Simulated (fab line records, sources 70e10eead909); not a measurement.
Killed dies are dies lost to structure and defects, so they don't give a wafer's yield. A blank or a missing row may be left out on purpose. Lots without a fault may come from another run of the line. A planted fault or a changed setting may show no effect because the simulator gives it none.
A struck lot beside a sound one | flow nand_harc | 14 steps out of a route of 1302
Sound: wafers L158.3, L158.4, L158.5. Struck: wafers L150.2, L150.3, L150.5. The cause comes at the end.
At each step with rows: each side's tool, then ch and its chambers, then its first start. Under that, the readings that differ: sound wafers | struck wafers | difference of the means | sigmas: that difference in standard deviations of wafers without a fault.
alike: readings whose means differ by less than 2 such deviations, and words and numbers that are the same on both sides. not compared: withheld readings, readings that some wafer has no value for, bounds like >300 that may hide the same value, and numbers for which the record gives no deviation and whose values overlap.
The two part at a step that has a row with sigmas, a row that says differs or no value, or rows on one side only. Numbers that don't overlap but have no deviation are shown without sigmas and don't part them. A reading that every wafer of one side lacks parts them only if that side has two wafers or more.

first, 3 steps without rows for these wafers: NHARC_A_STAIRCASE_STRIP_317 (strips in SPM, time 900 s); NHARC_A_STAIRCASE_PRECLEAN_318 (cleans in SC1); NHARC_A_STAIRCASE_SRD_329.
NHARC_A_STAIRCASE_ALD_415: deposits SiO2, target thk 30 nm, pulse time 6 s, ald cycles 300.
  sound on ald_hk-04 ch 0,2,3, day 22 02:04; struck on ald_hk-04 ch 0,1,3, day 18 09:14
  alike: heater_power_w, precursor_pulse_height_rel
NHARC_A_STAIRCASE_ETCHBACK_416: etches the open film in C4F8/O2/Ar, target depth 36 nm, time 7.2 s.
  sound on rie_diel-08 ch 0,1; struck on rie_diel-03 ch 0,1,2
  alike: oes_product_au, rf_vpp_V
  not compared: rf_hours_counter_h
NHARC_A_STAIRCASE_STRIP_476: strips in O2, time 20 s.
  sound on rie_diel-08 ch 0,1,2, day 22 04:17; struck on rie_diel-03 ch 1,3, day 18 11:10
  alike: drypump_motor_current_A, mfc_ar_sccm, oes_product_au, rf_vpp_V, showerhead_plenum_p_Torr, throttle_valve_pct
  not compared: rf_hours_counter_h
NHARC_A_STAIRCASE_DEP_417: deposits Si3N4, target thk 60 nm.
  sound on pecvd-04 ch 0,2, day 22 04:28; struck on pecvd-01 ch 0,2, day 18 11:16
  reading            | sound       | struck      | difference | sigmas
  heater_power_w (W) | 526 532 686 | 790 773 773 | +197       | +3
then, 3 steps without rows for these wafers: NHARC_A_STAIRCASE_WET_418 (chemistry H3PO4, target depth 20 nm); NHARC_A_STAIRCASE_PRECLEAN_419 (cleans in SC1); NHARC_A_STAIRCASE_SRD_421.
NHARC_A_STAIRCASE_ALD_420: deposits SiO2, target thk 20 nm, pulse time 6 s, ald cycles 200.
  sound on ald_hk-03 ch 0,2,3, day 22 07:17; struck on ald_hk-04 ch 1,2,3, day 18 14:34
  alike: heater_power_w, precursor_pulse_height_rel
NHARC_A_STAIRCASE_CVD_552: deposits SiNx, target thk 40 nm.
  sound on lpcvd-01 ch 0, day 22 11:41; struck on lpcvd-01 ch 0, day 18 21:59
  alike: spike_tc_lower_C, zone_power_centre_pct, zone_power_upper_pct
then, 1 step without rows for these wafers: NHARC_A_STAIRCASE_DEP_151 (deposits SiO2, target thk 7200 nm).
-- the record jumps here: 7 days lie between the struck wafers' starts before and after (it left off in module A_STAIRCASE and takes up again in module END, whose first step shown is number 1302 of the route) --
NHARC_END_SORT_01:
  the record has rows for the struck wafers here (prober-02 ch 0, day 25 15:06) and none for the sound ones

WHERE THEY PART
First at NHARC_A_STAIRCASE_DEP_417; last, within this record, at NHARC_END_SORT_01.

WHY: what the simulator had put in
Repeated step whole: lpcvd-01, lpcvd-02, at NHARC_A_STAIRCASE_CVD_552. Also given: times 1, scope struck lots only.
